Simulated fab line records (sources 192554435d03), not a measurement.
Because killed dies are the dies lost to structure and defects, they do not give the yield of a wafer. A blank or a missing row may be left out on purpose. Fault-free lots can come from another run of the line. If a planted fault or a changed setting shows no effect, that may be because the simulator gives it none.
fab line records + flow n5_finfet
record
- lots=12
- wafers=31
- last_day=17
route steps=1938 shown BEOL_M6@1249 PASSIVATION@1936
lots with no fault: from the same line, run without faults
start_h: hours from the record's first day to the start of the lot's first wafer shown + wait_h: hours elapsed since this lot's preceding step + " the same as in the row above + L1.1+2: a single row standing in for several wafers + - no value present, or no start provided + * or withheld: withheld + < > ~ a bound
route shown NAME@n: NAME is a module with steps in the file, n the number in the route of the first one + usual: the fault-free wafers' mean and standard deviation + same: alike in all rows + chamber/n: place in a boat + sites: the reading at each site + _std_site: their standard deviation + _edge_site: inner sites' mean taken away from outer sites' mean + radius_mm: how far each site lies from the wafer's centre + mask NAME#n: copy n + behind: the most recent tool/chamber to have shaped the wafer + hold: the reason the lot was held/the length of the hold in hours/how it ended + device: which transistor (n, p or np) failed to switch + end of line: the same wafers' tests at the end of the route + for a step that has no rows: nothing shown but its recipe + killed: at the first sort, the dies lost to defects and structure; wafer yield is something else + map: a wafer's dies, marking killed ones x, the rest . and places with no die _
set.NAME: the run value of the setting; set.NAME@STEP: its run value at that earlier step + model.NAME: the simulator's own value behind a step, which no gauge read
one table for each step of the route and one row for each wafer, over a sample of lots
services: a tool's chamber out of use, with start hour (start_h, from the record's first day; less than 0 if before it), hours out, and reason
## steps
# step N5_BEOL_M6_DEGAS_44
# recipe
- ambient=vacuum
- temp_c=250
- time_s=60
# usual
- heater_power_w=330/23
- susceptor_temp_C=250.03/0.18
# same
- time_s=60
| lot.wafer | tool           | chamber | start_h | wait_h | heater_power_w | susceptor_temp_C |
|-----------|----------------|---------|---------|--------|----------------|------------------|
| L978.4    | pvd_sputter-02 | -       | 178.88  | 0.1    | 362            | 249.88           |
| L978.6    | "              | -       | "       | "      | 358            | 249.67           |
| L977.1    | pvd_sputter-01 | -       | 186.83  | 1.7    | 314            | 250.28           |
| L977.4    | "              | -       | "       | "      | 301            | 250.27           |
| L979.2    | pvd_sputter-01 | -       | 199.07  | 0.3    | 308            | 250.17           |
| L979.5    | "              | -       | "       | "      | 307            | 250.03           |
| L982.2    | pvd_sputter-01 | -       | 210.01  | 0.3    | 356            | 249.50           |
| L982.3    | "              | -       | "       | "      | 317            | 249.97           |
| L982.6    | "              | -       | "       | "      | 322            | 249.94           |
| L981.1    | pvd_sputter-03 | -       | 216.13  | 0.3    | 358            | 249.90           |
| L981.2    | "              | -       | "       | "      | 332            | 250.00           |
| L981.6    | "              | -       | "       | "      | 349            | 249.91           |
| L983.2    | pvd_sputter-03 | -       | 216.87  | 0.4    | 326            | 250.21           |
| L983.3    | "              | -       | "       | "      | 335            | 250.17           |
| L983.6    | "              | -       | "       | "      | 350            | 249.95           |
| L984.2    | pvd_sputter-03 | -       | 219.66  | 0.2    | 312            | 250.15           |
| L984.5    | "              | -       | "       | "      | 326            | 250.18           |
| L984.6    | "              | -       | "       | "      | 324            | 250.26           |
| L985.1    | pvd_sputter-01 | -       | 228.63  | 0.5    | 322            | 249.88           |
| L985.3    | "              | -       | "       | "      | 309            | 250.06           |
| L985.4    | "              | -       | "       | "      | 354            | 249.72           |
| L987.3    | pvd_sputter-03 | -       | 246.98  | 0.5    | 343            | 249.98           |
| L987.6    | "              | -       | "       | "      | 320            | 249.77           |
| L989.2    | pvd_sputter-03 | -       | 268.26  | 0.8    | 344            | 250.09           |
| L989.4    | "              | -       | "       | "      | 352            | 249.93           |
| L989.6    | "              | -       | "       | "      | 321            | 249.62           |
| L991.1    | pvd_sputter-01 | -       | 289.01  | 1.2    | 355            | 249.94           |
| L991.5    | "              | -       | "       | "      | 306            | 250.31           |
| L991.6    | "              | -       | "       | "      | 299            | 249.67           |
| L999.5    | pvd_sputter-03 | -       | 318.15  | 0.2    | 323            | 249.73           |
| L999.6    | "              | -       | "       | "      | 322            | 249.92           |
# step N5_BEOL_M6_ALD_77
# recipe
- material=TaN
- target_thk_a=20
- temp_c=275
- ald_precursor_family=PDMAT
- ald_co_reactant=NH3
- pressure_torr=3
- carrier_flow_sccm=1500
- pulse_time_s=2
- purge_time_s=3
- co_reactant_purge_time_s=2
- co_reactant_pulse_time_s=3
- ald_cycles=40
- precursor_vessel_temp_c=75
- precursor_vessel_pressure_torr=26.25
- precursor_vessel_carrier_sccm=1000
# usual
- heater_power_w=414/26
- precursor_vessel_carrier_sccm=1000/3.2
- susceptor_temp_C=275.01/0.18
| lot.wafer | tool         | chamber | start_h | wait_h | heater_power_w | precursor_vessel_carrier_sccm | susceptor_temp_C |
|-----------|--------------|---------|---------|--------|----------------|-------------------------------|------------------|
| L978.4    | ald_metal-04 | 2       | 178.98  | 0.0    | 363            | 1000                          | 275.23           |
| L978.6    | "            | 0       | "       | "      | 407            | 1003                          | 275.02           |
| L977.1    | ald_metal-02 | 1       | 186.93  | 0.0    | 412            | 998                           | 274.67           |
| L977.4    | "            | 2       | "       | "      | 436            | 1001                          | 274.94           |
| L979.2    | ald_metal-04 | 3       | 199.19  | 0.1    | 436            | 996                           | 275.12           |
| L979.5    | "            | 2       | "       | "      | 374            | 1003                          | 274.49           |
| L982.2    | ald_metal-04 | 2       | 210.13  | 0.1    | 375            | 999                           | 275.13           |
| L982.3    | "            | 3       | "       | "      | 439            | 995                           | 274.93           |
| L982.6    | "            | 1       | "       | "      | 413            | 998                           | 275.06           |
| L981.1    | ald_metal-02 | 2       | 216.23  | 0.0    | 451            | 1000                          | 274.85           |
| L981.2    | "            | 1       | "       | "      | 407            | 1000                          | 275.03           |
| L981.6    | "            | 2       | "       | "      | 452            | 999                           | 275.14           |
| L983.2    | ald_metal-02 | 0       | 216.97  | 0.0    | 458            | 1001                          | 274.96           |
| L983.3    | "            | 1       | "       | "      | 403            | 999                           | 274.94           |
| L983.6    | "            | 3       | "       | "      | 416            | 1004                          | 275.15           |
| L984.2    | ald_metal-02 | 2       | 219.76  | 0.0    | 450            | 1000                          | 274.84           |
| L984.5    | "            | 3       | "       | "      | 419            | 1000                          | 274.70           |
| L984.6    | "            | 2       | "       | "      | 460            | 1001                          | 275.03           |
| L985.1    | ald_metal-01 | 2       | 228.74  | 0.0    | 422            | 1002                          | 274.63           |
| L985.3    | "            | 3       | "       | "      | 414            | 1005                          | 275.06           |
| L985.4    | "            | 0       | "       | "      | 373            | 1004                          | 275.47           |
| L987.3    | ald_metal-04 | 3       | 247.09  | 0.0    | 442            | 999                           | 274.86           |
| L987.6    | "            | 0       | "       | "      | 413            | 1004                          | 275.11           |
| L989.2    | ald_metal-02 | 2       | 268.37  | 0.0    | 457            | 999                           | 274.81           |
| L989.4    | "            | 3       | "       | "      | 411            | 998                           | 274.60           |
| L989.6    | "            | 2       | "       | "      | 450            | 1001                          | 274.75           |
| L991.1    | ald_metal-02 | 1       | 289.11  | 0.0    | 401            | 997                           | 274.83           |
| L991.5    | "            | 0       | "       | "      | 454            | 994                           | 275.06           |
| L991.6    | "            | 1       | "       | "      | 405            | 993                           | 274.88           |
| L999.5    | ald_metal-01 | 3       | 318.37  | 0.2    | 408            | 997                           | 275.03           |
| L999.6    | "            | 2       | "       | "      | 407            | 994                           | 274.79           |
# step N5_BEOL_M6_ECD_50
# recipe
- material=Cu
- target_thk_a=3000
| lot.wafer  | tool      | chamber | start_h | wait_h |
|------------|-----------|---------|---------|--------|
| L978.4+6   | ecd_cu-01 | 0,1     | 179.88  | 0.1    |
| L977.1+4   | ecd_cu-01 | 1,0     | 188.41  | 0.1    |
| L979.2+5   | ecd_cu-01 | 0,1     | 200.13  | 0.1    |
| L982.2+3+6 | ecd_cu-01 | 1,0,1   | 210.92  | 0.1    |
| L981.1+2+6 | ecd_cu-01 | 1,0,1   | 217.04  | 0.1    |
| L983.2+3+6 | ecd_cu-02 | 0       | 217.56  | 0.1    |
| L984.2+5+6 | ecd_cu-01 | 1,1,0   | 220.60  | 0.1    |
| L985.1+3+4 | ecd_cu-02 | 0,1,0   | 229.49  | 0.1    |
| L987.3+6   | ecd_cu-01 | 0,1     | 248.05  | 0.1    |
| L989.2+4+6 | ecd_cu-01 | 0       | 269.29  | 0.1    |
| L991.1+5+6 | ecd_cu-01 | 0,1,0   | 289.82  | 0.1    |
| L999.5+6   | ecd_cu-02 | 1,0     | 319.02  | 0.1    |
# step N5_BEOL_M6_CMP_52
# recipe
- stop_on=SiCOH_lowk
- t_overpolish_s=6.9
- down_force_psi=1
- platen_rpm=50
- clearing_platen_down_force_psi=1.5
- clearing_platen_rpm=50
- post_cmp_clean=cu_alkaline
- target_thk_nm=80
- clearing_platen_pad_velocity_m_s=0.99484
- pad_velocity_m_s=0.99484
# usual
- clearing_platen_down_force_psi=1.500/0.003
- motor_current_A=6.1/0.74
- slurry_filter_dp_kPa=13.51/0.14
- slurry_flow_ml_min=150.0/0.49
- time_to_endpoint_s=64/5
| lot.wafer | tool   | chamber | start_h | wait_h | clearing_platen_down_force_psi | motor_current_A | slurry_filter_dp_kPa | slurry_flow_ml_min | time_to_endpoint_s |
|-----------|--------|---------|---------|--------|--------------------------------|-----------------|----------------------|--------------------|--------------------|
| L978.4    | cmp-04 | 3       | 181.41  | 0.2    | 1.503                          | 5.7             | 13.56                | 149.9              | 69                 |
| L978.6    | "      | 0       | "       | "      | 1.500                          | 6.2             | 13.52                | 150.3              | 70                 |
| L977.4    | cmp-03 | 1       | 188.80  | 0.1    | 1.494                          | 5.3             | 13.18                | 151.3              | 73                 |
| L977.1    | "      | 0       | "       | "      | 1.496                          | 7.7             | 13.52                | 149.8              | 62                 |
| L979.2    | cmp-03 | 1       | 201.48  | 0.4    | 1.498                          | 5.4             | 13.45                | 150.3              | 69                 |
| L979.5    | "      | 2       | "       | "      | 1.498                          | 5.8             | 13.23                | 150.5              | 61                 |
| L982.2    | cmp-04 | 2       | 211.51  | 0.4    | 1.493                          | 6.1             | 13.60                | 149.8              | 63                 |
| L982.3    | "      | 3       | "       | "      | 1.496                          | 6.2             | 13.54                | 150.3              | 64                 |
| L982.6    | "      | 2       | "       | "      | 1.499                          | 6.0             | 13.18                | 149.9              | 65                 |
| L981.1    | cmp-03 | 2       | 218.11  | 0.3    | 1.499                          | 6.0             | 13.62                | 149.7              | 61                 |
| L981.2    | "      | 3       | "       | "      | 1.501                          | 5.6             | 13.51                | 150.2              | 60                 |
| L981.6    | "      | 1       | "       | "      | 1.497                          | 5.6             | 13.54                | 149.8              | 69                 |
| L983.3    | cmp-02 | 1       | 218.77  | 0.2    | 1.496                          | 5.2             | 13.44                | 149.1              | 55                 |
| L983.2    | "      | 0       | "       | "      | 1.501                          | 6.1             | 13.51                | 150.5              | 63                 |
| L983.6    | "      | 1       | "       | "      | 1.500                          | 5.3             | 13.70                | 149.7              | 53                 |
| L984.2    | cmp-02 | 1       | 221.03  | 0.2    | 1.504                          | 5.1             | 13.45                | 150.0              | 59                 |
| L984.6    | "      | 0       | "       | "      | 1.499                          | 6.0             | 13.49                | 150.0              | 65                 |
| L984.5    | "      | 1       | "       | "      | 1.506                          | 5.0             | 13.43                | 149.3              | 58                 |
| L985.3    | cmp-03 | 0       | 229.88  | 0.2    | 1.498                          | 7.8             | 13.60                | 149.4              | 61                 |
| L985.1    | "      | 1       | "       | "      | 1.502                          | 5.2             | 13.78                | 150.3              | 71                 |
| L985.4    | "      | 3       | "       | "      | 1.500                          | 5.7             | 13.66                | 150.2              | 59                 |
| L987.3    | cmp-02 | 0       | 248.49  | 0.2    | 1.498                          | 6.0             | 13.42                | 150.1              | 67                 |
| L987.6    | "      | 2       | "       | "      | 1.502                          | 5.9             | 13.30                | 149.8              | 70                 |
| L989.2    | cmp-03 | 1       | 270.76  | 0.4    | 1.499                          | 5.2             | 13.61                | 150.6              | 109                |
| L989.4    | "      | 3       | "       | "      | 1.497                          | 5.7             | 13.64                | 150.1              | 62                 |
| L989.6    | "      | 1       | "       | "      | 1.501                          | 5.6             | 13.47                | 150.3              | 72                 |
| L991.1    | cmp-03 | 1       | 290.39  | 0.4    | 1.503                          | 5.5             | 13.54                | 149.6              | 111                |
| L991.5    | "      | 2       | "       | "      | 1.498                          | 6.0             | 13.65                | 149.4              | 66                 |
| L991.6    | "      | 3       | "       | "      | 1.500                          | 5.8             | 13.84                | 150.6              | 60                 |
| L999.6    | cmp-03 | 2       | 319.53  | 0.2    | 1.497                          | 5.8             | 13.22                | 150.0              | 63                 |
| L999.5    | "      | 3       | "       | "      | 1.502                          | 5.7             | 13.56                | 150.3              | 57                 |
# step N5_BEOL_M6_INSPECT_58
# recipe
- inspect_instrument=darkfield
- mode=post_dep
# usual
- raw_defect_count=80/24
| lot.wafer | tool              | chamber | start_h | wait_h | raw_defect_count |
|-----------|-------------------|---------|---------|--------|------------------|
| L978.4    | defect_inspect-02 | -       | 181.75  | 0.0    | 114              |
| L978.6    | "                 | -       | "       | "      | 100              |
| L977.1    | defect_inspect-01 | -       | 189.25  | 0.0    | 108              |
| L977.4    | "                 | -       | "       | "      | 83               |
| L979.2    | defect_inspect-02 | -       | 201.93  | 0.0    | 67               |
| L979.5    | "                 | -       | "       | "      | 89               |
| L982.2    | defect_inspect-02 | -       | 211.92  | 0.0    | 68               |
| L982.3    | "                 | -       | "       | "      | 71               |
| L982.6    | "                 | -       | "       | "      | 55               |
| L981.1    | defect_inspect-02 | -       | 218.49  | 0.0    | 116              |
| L981.2    | "                 | -       | "       | "      | 131              |
| L981.6    | "                 | -       | "       | "      | 96               |
| L983.2    | defect_inspect-02 | -       | 219.22  | 0.0    | 76               |
| L983.3    | "                 | -       | "       | "      | 122              |
| L983.6    | "                 | -       | "       | "      | 102              |
| L984.2    | defect_inspect-01 | -       | 221.45  | 0.0    | 65               |
| L984.5    | "                 | -       | "       | "      | 62               |
| L984.6    | "                 | -       | "       | "      | 66               |
| L985.1    | defect_inspect-01 | -       | 230.36  | 0.0    | 47               |
| L985.3    | "                 | -       | "       | "      | 57               |
| L985.4    | "                 | -       | "       | "      | 80               |
| L987.3    | defect_inspect-01 | -       | 248.90  | 0.0    | 126              |
| L987.6    | "                 | -       | "       | "      | 90               |
| L989.2    | defect_inspect-02 | -       | 271.21  | 0.0    | 40               |
| L989.4    | "                 | -       | "       | "      | 84               |
| L989.6    | "                 | -       | "       | "      | 49               |
| L991.1    | defect_inspect-02 | -       | 290.76  | 0.0    | 78               |
| L991.5    | "                 | -       | "       | "      | 48               |
| L991.6    | "                 | -       | "       | "      | 78               |
| L999.5    | defect_inspect-02 | -       | 319.83  | 0.0    | 41               |
| L999.6    | "                 | -       | "       | "      | 50               |
# step N5_PASSIVATION_PROBE_49
# usual
- defect_limited_yield=91.3/1.5
- killed_at_M0_to_M3=33/12
- killed_at_M4_up=15/5.2
- killed_at_contacts=12/5.1
- killed_at_front_end=39/11
- killed_at_other=5/3.6
- killed_dies=103/18
- killed_open=67/13
- killed_short=33/7.8
- sort_bin_5_function=5.1/0.96
- sort_bin_6_memory=3.2/0.71
- sort_bin_8_speed=0.01/0.063
- sort_n_pass=1077/18
- sort_yield_pct=91.3/1.5
# same
- gross_dies=1180
- killed_at_back_side=0
- sort_bin_4_leakage[%]=0
| lot.wafer | tool      | chamber | start_h | wait_h | defect_limited_yield[%] | killed_at_M0_to_M3 | killed_at_M4_up | killed_at_contacts | killed_at_front_end | killed_at_other | killed_dies | killed_open | killed_short | sort_bin_5_function[%] | sort_bin_6_memory[%] | sort_bin_8_speed[%] | sort_n_pass | sort_yield_pct[%] |
|-----------|-----------|---------|---------|--------|-------------------------|--------------------|-----------------|--------------------|---------------------|-----------------|-------------|-------------|--------------|------------------------|----------------------|---------------------|-------------|-------------------|
| L991.1    | prober-02 | -       | 364.51  | 0.0    | 91.0                    | 19                 | 9               | 9                  | 69                  | 0               | 106         | 62          | 33           | 4.7                    | 3.1                  | 0                   | 1074        | 91.0              |
# killed by level:class
L991.1 FIN_SAQP:geometric_particle:short=17 STI_FIN_REVEAL:geometric_particle:open=17 HKMG_FIN:area_etch=11 BEOL_M3:geometric_particle:open=10 MOL_CONTACT_COAG:geometric_particle:open=7 DUMMY_GATE:geometric_particle:open=5 BEOL_M4:geometric_particle:open=5 FIN_SAQP:geometric_particle:open=4
## services
| tool           | chamber | start_h | hours | kind   |
|----------------|---------|---------|-------|--------|
| ecd_cu-01      | -       | 163.33  | 1.1   | repair |
| cmp-02         | -       | 169.22  | 0.3   | repair |
| cmp-02         | -       | 180.72  | 4.0   | pm     |
| pvd_sputter-03 | -       | 186.93  | 2.6   | repair |
| cmp-03         | -       | 192.54  | 2.2   | repair |
| cmp-03         | -       | 202.26  | 2.2   | repair |
| cmp-02         | -       | 206.20  | 2.5   | repair |
| cmp-03         | -       | 220.39  | 0.8   | repair |
| ald_metal-02   | -       | 230.35  | 14.6  | pm     |
| ald_metal-02   | -       | 247.86  | 6.0   | pm     |
| ald_metal-04   | 0       | 251.33  | 5.2   | repair |
| ald_metal-02   | -       | 254.19  | 0.4   | repair |
| cmp-02         | -       | 255.23  | 2.4   | repair |
| cmp-02         | -       | 259.41  | 8.9   | repair |
| ald_metal-02   | -       | 271.66  | 0.2   | repair |
| cmp-04         | -       | 278.83  | 0.6   | repair |
| cmp-02         | -       | 280.10  | 1.0   | repair |
| cmp-02         | -       | 284.72  | 8.9   | pm     |
| cmp-04         | -       | 288.10  | 4.0   | pm     |
| cmp-02         | -       | 295.37  | 4.2   | pm     |
| cmp-03         | -       | 297.69  | 2.2   | repair |
| pvd_sputter-01 | -       | 301.73  | 2.1   | repair |
| ecd_cu-02      | -       | 308.09  | 0.5   | repair |
| pvd_sputter-01 | -       | 310.66  | 1.0   | repair |
## key
first_sign
- step=N5_BEOL_M6_CMP_52
- reading=time_to_endpoint_s
- direction=up
- sigmas=9.1
- usual=*
- struck=*
effect none on later readings
met_at N5_BEOL_M6_ECD_50
struck_lots L989,L991
struck_wafers L989.2,L991.1
baseline_loss
- step=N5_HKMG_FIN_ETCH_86
- wafers=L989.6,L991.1
not_acting_at N5_BEOL_M6_DEGAS_44,N5_BEOL_M6_ALD_77,N5_BEOL_M6_INSPECT_58
onset_between 248.05 269.29
fault
- kind=process_parameter_drift
- tool=ecd_cu-01
- chamber=-
- onset_h=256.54
- steps=N5_BEOL_M6_ECD_50
- channel=target_thk_a
- offset=*
- shape=step
- end_h=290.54
- scope=struck_wafers_only
- acts_in=*
- stated=*
# baseline_loss: these wafers lose ten dies or more at that step, a loss of the line's own and not of a fault; the sort's usual values leave them out
